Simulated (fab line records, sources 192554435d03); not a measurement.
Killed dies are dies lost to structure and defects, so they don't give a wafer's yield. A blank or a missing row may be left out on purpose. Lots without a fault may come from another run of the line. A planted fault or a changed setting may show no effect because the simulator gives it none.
A struck lot beside a sound one | flow n5_finfet | 36 steps out of a route of 1938
Sound: wafers L326.4, L326.5, L326.6. Struck: wafers L324.3, L324.4, L324.5. The cause comes at the end.
At each step with rows: each side's tool, then ch and its chambers, then its first start. Under that, the readings that differ: sound wafers | struck wafers | difference of the means | sigmas: that difference in standard deviations of wafers without a fault.
alike: readings whose means differ by less than 2 such deviations, and words and numbers that are the same on both sides. not compared: withheld readings, readings that some wafer has no value for, bounds like >300 that may hide the same value, and numbers for which the record gives no deviation and whose values overlap.
The two part at a step that has a row with sigmas, a row that says differs or no value, or rows on one side only. Numbers that don't overlap but have no deviation are shown without sigmas and don't part them. A reading that every wafer of one side lacks parts them only if that side has two wafers or more.

first, 9 steps without rows for these wafers: N5_WELL_APT_HMDS_01 (time 60 s); N5_WELL_APT_COAT_02 (resist thk 950 nm); N5_WELL_APT_EBR_04; N5_WELL_APT_SOFTBAKE_03 (time 60 s); N5_WELL_APT_EXPOSE_05 (exposes mask NWELL, defocus 0 nm, target cd 200 nm); N5_WELL_APT_PEB_06 (peb time 90 s); N5_WELL_APT_DEVELOP_07 (develop time 45 s); N5_WELL_APT_HARDBAKE_12 (time 120 s); N5_WELL_APT_DESCUM_13 (chemistry O2, time 7.9 s).
N5_WELL_APT_IMPLANT_14:
  sound on implanter-01 ch 0, day 6 20:13; struck on implanter-02 ch 0, day 6 08:26
  reading            | sound                            | struck                           | difference  | sigmas
  dose_ions_cm2      | 1.4993e+13 1.5016e+13 1.5016e+13 | 1.6204e+13 1.6187e+13 1.6194e+13 | +1.1867e+12 | +70
  faraday_current_uA | 186 188 195                      | 206 212 204                      | +18         | +5
then, 25 steps without rows for these wafers: N5_WELL_APT_IMPLANT_15; N5_WELL_APT_STRIP_16 (strips in SPM, time 900 s); N5_WELL_APT_HMDS_18 (time 60 s); N5_WELL_APT_COAT_19 (resist thk 950 nm); N5_WELL_APT_EBR_21; N5_WELL_APT_SOFTBAKE_20 (time 60 s); N5_WELL_APT_EXPOSE_22 (exposes mask PWELL, defocus 0 nm, target cd 200 nm); N5_WELL_APT_PEB_23 (peb time 90 s); N5_WELL_APT_DEVELOP_24 (develop time 45 s); N5_WELL_APT_HARDBAKE_29 (time 120 s); N5_WELL_APT_DESCUM_30 (chemistry O2, time 7.9 s); N5_WELL_APT_IMPLANT_31; N5_WELL_APT_IMPLANT_32; N5_WELL_APT_STRIP_33 (strips in SPM, time 900 s); N5_WELL_APT_RTA_34 (time 10 s); N5_WELL_APT_OXIDE_STRIP_42 (strips SiO2 in dHF, time 45 s, target depth 12 nm); N5_WELL_APT_PRECLEAN_36 (cleans in O3/DIW, time 45 s); N5_WELL_APT_PRECLEAN_39 (cleans in dHF, time 60 s); N5_WELL_APT_SRD_37 (time 30 s); N5_WELL_APT_EPI_41 (deposits Si from SiH4/H2, target thk 50 nm, time 297.7 s); N5_PMOS_HMC_CHANNEL_EPI_HM_DEP_34 (deposits SiO2 from TEOS/O2, target thk 36 nm, time 6.9 s); N5_PMOS_HMC_CHANNEL_EPI_COAT_31 (time 60 s, resist thk 66 nm); N5_PMOS_HMC_CHANNEL_EPI_COAT_03 (resist thk 205 nm); N5_PMOS_HMC_CHANNEL_EPI_EBR_05; N5_PMOS_HMC_CHANNEL_EPI_SOFTBAKE_04 (time 60 s).
-- the record jumps here: 8 days lie between the struck wafers' starts before and after (it left off in module PMOS_HMC_CHANNEL_EPI and takes up again in module BEOL_M4, whose first step shown is number 1111 of the route) --
N5_BEOL_M4_RC_MEAS_101:
  sound on prober-01 ch 0, day 14 17:30; struck on prober-02 ch 0, day 14 12:54
  reading           | sound          | struck      | difference | sigmas
  RS_NWELL (ohm/sq) | 1036 1040 1037 | 991 995 995 | -44        | -7
  alike: DIBL_N, DIBL_P, IOFF_N, IOFF_P, ION_N, ION_P, SS_N, SS_P, VT_N, VT_P

WHERE THEY PART
First at N5_WELL_APT_IMPLANT_14; last, within this record, at N5_BEOL_M4_RC_MEAS_101.

WHY: what the simulator had put in
Process parameter drift: implanter-02, from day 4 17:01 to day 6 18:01, at N5_WELL_APT_IMPLANT_14. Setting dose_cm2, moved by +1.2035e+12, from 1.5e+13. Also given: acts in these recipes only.
